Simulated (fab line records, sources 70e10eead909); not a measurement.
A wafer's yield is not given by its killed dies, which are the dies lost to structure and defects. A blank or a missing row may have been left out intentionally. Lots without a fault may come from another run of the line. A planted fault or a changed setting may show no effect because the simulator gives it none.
Which tool did it? -- flow nand harc -- 36 wafers from 12 lots sampled at 6 of the route's 1302 steps

## WHAT THE GAUGES SHOWED, per wafer
NHARC_A_CHANNEL_HOLE_D1_INSPECT_40. Usual: raw defect count reads 67 (standard deviation 24).
lot,measured,on,raw defect count,flag
L795,day 9 15:10,defect inspect-02,50 41 73,
L796,day 10 01:34,defect inspect-02,35 42 43,
L797,day 10 10:07,defect inspect-02,94 98 97,
L799,day 11 09:53,defect inspect-02,32 32 43,
L798,day 11 11:27,defect inspect-01,81 87 80,
L800,day 11 14:13,defect inspect-01,41 34 43,
L801,day 12 06:40,defect inspect-01,77 92 82,
L802,day 12 14:35,defect inspect-01,83 104 123,
L808,day 15 07:50,defect inspect-01,54 61 61,
L809,day 15 18:07,defect inspect-01,90 102 108,
L813,day 17 10:23,defect inspect-02,73 64 43,
L815,day 17 22:32,defect inspect-01,87 71 55,

NHARC_A_ONON_D2_THK_MEAS_11: measures by ellipsometry. Usual: thk nm reads 997 nm (standard deviation 8.2).
lot,measured,on,thk nm (nm),flag
L795,day 13 11:20,film metro-02,1000 1000 1000,
L796,day 13 17:07,film metro-02,978 977 979,
L797,day 14 04:34,film metro-02,992 993 995,
L799,day 15 06:39,film metro-01,1009 1008 1011,
L798,day 15 06:40,film metro-01,985 985 983,
L800,day 15 18:10,film metro-02,1006 1005 1006,
L801,day 16 01:52,film metro-02,994 994 994,
L802,day 16 08:30,film metro-02,1002 1000 1001,
L808,day 18 17:29,film metro-02,697 694 695,OFF
L809,day 19 11:22,film metro-01,704 703 705,OFF
L813,day 21 02:35,film metro-01,1000 1001 1002,
L815,day 21 10:01,film metro-02,993 993 992,

NHARC_END_SORT_01. Usual: killed at array 46, standard deviation 16; killed at other 0.9, standard deviation 1.3; killed at periphery 4.1, standard deviation 3; killed dies 51, standard deviation 17; killed open 3.5, standard deviation 1.8; killed short 2.5, standard deviation 1.8.
lot,measured,on,killed at array,killed at other,killed at periphery,killed dies,killed open,killed short,flag
L808,day 30 10:28,prober-01,674 669 676,0 0 0,3 8 1,677 677 677,4 6 0,2 4 6,OFF
L809,day 31 23:01,prober-02,668 670 671,6 0 1,3 7 5,677 677 677,5 5 4,3 6 5,OFF

## TOOL THAT RAN EACH LOT (tool first, then ch and the chambers of the sampled wafers, then the start)
lot,NHARC_A_CHANNEL_FILL_D1_ALD_02,NHARC_A_DECK1_JOINT_ETCHBACK_00,NHARC_A_ONON_D2_DEP_09
L795,"ald hk-03 ch 1,3, day 9 15:21","rie si-04 ch 0,1,2, day 12 06:33","pecvd onon-02 ch 0, day 13 10:49"
L796,"ald hk-02 ch 0,2,3, day 10 03:24","rie si-04 ch 0,1,3, day 12 14:31","pecvd onon-02 ch 0, day 13 16:36"
L797,"ald hk-02 ch 0,2, day 10 10:23","rie si-04 ch 2,3, day 12 23:13","pecvd onon-01 ch 0, day 14 04:10"
L799,"ald hk-03 ch 0,1,3, day 11 10:05","rie si-04 ch 0,1,3, day 14 00:22","pecvd onon-04 ch 0, day 15 06:08"
L798,"ald hk-03 ch 0,1,3, day 11 11:43","rie si-06 ch 2,3, day 14 00:22","pecvd onon-02 ch 0, day 15 06:16"
L800,"ald hk-02 ch 1,2,3, day 11 14:28","rie si-05 ch 0,2, day 14 16:49","pecvd onon-02 ch 0, day 15 17:43"
L801,"ald hk-01 ch 0,1,3, day 12 06:52","rie si-05 ch 1,2,3, day 14 21:57","pecvd onon-02 ch 0, day 16 01:25"
L802,"ald hk-01 ch 0,1,3, day 12 14:46","rie si-04 ch 0,1,3, day 15 02:28","pecvd onon-01 ch 0, day 16 07:59"
L808,"ald hk-01 ch 1,2, day 15 08:02","rie si-04 ch 0,2,3, day 17 16:15","pecvd onon-02 ch 0, day 18 17:02"
L809,"ald hk-01 ch 0,3, day 15 18:23","rie si-06 ch 1,2,3, day 18 05:58","pecvd onon-02 ch 0, day 19 10:54"
L813,"ald hk-02 ch 1,2,3, day 17 10:34","rie si-05 ch 1,2, day 20 02:14","pecvd onon-01 ch 0, day 21 02:08"
L815,"ald hk-01 ch 1,2, day 17 23:36","rie si-05 ch 1,2,3, day 20 09:38","pecvd onon-04 ch 0, day 21 09:29"
- NHARC_A_CHANNEL_FILL_D1_ALD_02: deposits SiO2, target thk 6 nm, pulse time 10 s, ald cycles 60.
- NHARC_A_DECK1_JOINT_ETCHBACK_00: etches the open film in HBr, target depth 30 nm, time 17.4 s.
- NHARC_A_ONON_D2_DEP_09: target thk 1000 nm.

## AS READ BY THE TOOLS THEMSELVES (means over the sampled wafers that have a number; for cases with no such wafer, the mark the record gives instead)
NHARC_A_CHANNEL_FILL_D1_ALD_02. Usual: heater power w 458 W, standard deviation 30; precursor pulse height rel 1.002, standard deviation 0.022; susceptor temp C 300.02 C, standard deviation 0.2.
lot,tool,heater power w (W),precursor pulse height rel,susceptor temp C (C),flag
L795,ald hk-03,457,0.976,299.87,
L796,ald hk-02,466,1.007,300.13,
L797,ald hk-02,484,1.013,299.82,
L799,ald hk-03,475,1.001,300.19,
L798,ald hk-03,473,1.020,299.93,
L800,ald hk-02,459,1.010,299.86,
L801,ald hk-01,432,0.992,299.97,
L802,ald hk-01,435,0.990,300.01,
L808,ald hk-01,438,1.021,299.79,
L809,ald hk-01,410,1.005,300.21,
L813,ald hk-02,454,1.006,299.99,
L815,ald hk-01,442,0.999,299.99,

NHARC_A_DECK1_JOINT_ETCHBACK_00. Usual: drypump motor current A 5.7 A, standard deviation 0.46; he backside leak sccm 2.68 sccm, standard deviation 0.28; oes product au 0.997 a.u., standard deviation 0.012; throttle valve pct 23.266 %, standard deviation 0.0086.
lot,tool,drypump motor current A (A),he backside leak sccm (sccm),oes product au (a.u.),throttle valve pct (%),flag
L795,rie si-04,5.3,2.60,0.995,23.270,
L796,rie si-04,5.2,2.48,1.011,23.265,
L797,rie si-04,5.4,2.55,0.990,23.265,
L799,rie si-04,5.2,2.43,1.010,23.263,
L798,rie si-06,5.9,2.66,0.988,23.268,
L800,rie si-05,6.5,2.70,0.989,23.264,
L801,rie si-05,6.1,2.81,0.989,23.261,
L802,rie si-04,5.3,2.51,1.020,23.264,
L808,rie si-04,5.4,2.56,1.003,23.265,
L809,rie si-06,5.7,2.73,0.993,23.259,
L813,rie si-05,6.3,2.83,0.983,23.266,
L815,rie si-05,6.1,2.84,0.991,23.262,

NHARC_A_ONON_D2_DEP_09. Usual: n2o flow sccm 2001 sccm, standard deviation 5.9; sih4 flow sccm 210.0 sccm, standard deviation 0.68; susceptor temp C 400.02 C, standard deviation 0.24.
lot,tool,n2o flow sccm (sccm),sih4 flow sccm (sccm),susceptor temp C (C),flag
L795,pecvd onon-02,1993,210.5,399.82,
L796,pecvd onon-02,2004,209.1,399.89,
L797,pecvd onon-01,2001,210.1,399.88,
L799,pecvd onon-04,1999,210.2,400.13,
L798,pecvd onon-02,1992,211.0,400.07,
L800,pecvd onon-02,2001,210.5,400.14,
L801,pecvd onon-02,2004,209.7,399.99,
L802,pecvd onon-01,2006,209.5,400.35,
L808,pecvd onon-02,1992,209.2,400.04,
L809,pecvd onon-02,1996,209.3,400.05,
L813,pecvd onon-01,2003,210.4,399.63,
L815,pecvd onon-04,2008,209.4,400.13,

## THE ANSWER, worked out from the rows above alone
Rule: a lot counts as off when the mean over its wafers that have a number is more than 3 standard deviations away from the usual mean. Also off: a lot with no number at a reading for which 4 or more lots have one. Where the step has rows for the other lots, those lots are counted as sound. The gauges are gone through in route order, then the tools' own readings, and for those a lot's mean is taken as printed above. At the first step where some lot is off, the reading lying furthest off is the one used; lots without a number count as furthest.
Off at NHARC_A_ONON_D2_THK_MEAS_11 (thk nm): L808, L809.
A tool fits if, at a process step before that reading, it ran every lot that is off, and no sound lot after the first of them. The gauges at NHARC_A_ONON_D2_THK_MEAS_11 aren't tried: what is off there is off at NHARC_END_SORT_01 too, on other tools, and a gauge's error can't cause that. One fits: pecvd onon-02 at NHARC_A_ONON_D2_DEP_09. Its last sound lot is L801 (day 16 01:25), its first lot that is off L808 (day 18 17:02): a fault that began between those two fits.

## WHAT THE SIMULATOR PUT IN
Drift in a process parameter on pecvd onon-02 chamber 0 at NHARC_A_ONON_D2_DEP_09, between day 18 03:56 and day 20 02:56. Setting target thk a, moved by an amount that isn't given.
Struck lots among those shown: L808, L809. The same result came from the rule above.
